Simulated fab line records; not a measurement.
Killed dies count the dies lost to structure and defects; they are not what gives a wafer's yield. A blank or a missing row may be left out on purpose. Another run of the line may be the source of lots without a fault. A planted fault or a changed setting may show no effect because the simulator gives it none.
Split-lot experiment    flow n5-finfet    21 wafers read from 7 lots, route of 1938 steps

ABOUT THE SPLIT
At N5_BEOL_M5_TRENCH_ETCH_37 (etches SiCOH lowk in C4F6/O2, target depth 71.652 nm, time 24.7 s), the setting bias-w was moved away from the recipe's 185 W on 7 of the 21 wafers read, by -17.9% to -6.2%. For the rest of the wafers, this setting stayed at what the recipe calls for.

The reading comes from the split's own step.

THE READING
rf-vpp-V, in V, at N5_BEOL_M5_TRENCH_ETCH_37 (etches SiCOH lowk in C4F6/O2, target depth 71.652 nm, time 24.7 s). On this fab line, fault-free wafers typically give 667 V with a standard deviation of 6.1 V.

wafer   tool, chamber at the split  bias-w as run, W  against the recipe  rf-vpp-V, V  against lot-mates on the recipe
L074.2  rie-diel-01, 3              185               recipe              659          -
L074.3  rie-diel-01, 1              185               recipe              668          -
L074.5  rie-diel-01, 0              185               recipe              666          -
L081.3  rie-diel-03, 2              152.4             -17.6%              581          -81
L081.4  rie-diel-03, 0              152.4             -17.6%              570          -92
L081.5  rie-diel-03, 0              185               recipe              662          -
L084.1  rie-diel-06, 2              185               recipe              657          -
L084.4  rie-diel-06, 2              185               recipe              657          -
L084.6  rie-diel-06, 3              159               -14.1%              592          -65
L092.1  rie-diel-06, 2              185               recipe              656          -
L092.3  rie-diel-06, 1              185               recipe              674          -
L092.4  rie-diel-06, 2              173.6             -6.2%               626          -39
L088.2  rie-diel-01, 3              185               recipe              659          -
L088.5  rie-diel-01, 0              151.8             -17.9%              571          -92
L088.6  rie-diel-01, 1              185               recipe              668          -
L089.2  rie-diel-01, 2              185               recipe              671          -
L089.5  rie-diel-01, 2              185               recipe              673          -
L089.6  rie-diel-01, 3              185               recipe              656          -
L093.1  rie-diel-06, 3              161.1             -12.9%              598          -69
L093.5  rie-diel-06, 3              185               recipe              667          -
L093.6  rie-diel-06, 0              161.1             -12.9%              600          -67

THE FIT
A straight line over all 21 wafers: rf-vpp-V changes by +5.07 V for each +1% of bias-w; r = +0.99; the points scatter about the line by 5.9 V.
The same after taking each lot's own level away (the mean of its wafers on the recipe; 21 wafers): +5.01 V for each +1%; r = +0.99; scatter 5.7 V.
That fit puts the effect of the largest move of bias-w on the reading at 90 V.
Measured against the standard deviation above, the lots' own levels, which go from 657.0 to 667.0 V, span 1.6 times it.
Hence the lot-to-lot level has little effect on the slope; both slopes agree.
Check: for one of the wafers moved furthest among these (-17.9%), held out of the fit, the line's prediction against its lot-mates is -89.8 V. Against them it came out at -92.5 V.
Tool readings at the split's step, against how far the setting was moved: rf-vpp-V r = +0.99.

OTHER SPLITS APPLIED TO THESE WAFERS
Before the reading, these wafers also passed through other splits. Each is held against what the fit with the lots' levels taken away leaves over:
other split on the same wafers  wafers away from the commonest value  r with rf-vpp-V (lot level and that fit taken away)
N5_BEOL_M4_COAT_22 spin-rpm     9                                     +0.11
N5_BEOL_M5_EXPOSE_08 dose-mj    10                                    -0.07

THE WHOLE CHAIN: every reading that the file lists as answering this split, in the file's order
step                       what it does                                                       reading                                                                    change (the file's fit)                r (the file's)
N5_BEOL_M5_TRENCH_ETCH_37  etches SiCOH lowk in C4F6/O2, target depth 71.652 nm, time 24.7 s  rf-vpp-V                                                                   +5.06 V for each +1% of the setting    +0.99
N5_BEOL_M5_TRENCH_ETCH_37  etches SiCOH lowk in C4F6/O2, target depth 71.652 nm, time 24.7 s  etch.depth-nm (the simulator's own value, which no gauge read)             +0.216 nm for each +1% of the setting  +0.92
N5_BEOL_M5_TRENCH_ETCH_37  etches SiCOH lowk in C4F6/O2, target depth 71.652 nm, time 24.7 s  BEOL_M5.feature-depth-nm (the simulator's own value, which no gauge read)  +0.215 nm for each +1% of the setting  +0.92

THE FILE'S OWN FIT
rf-vpp-V changes by +5.06 V for each +1% of bias-w, r = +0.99.
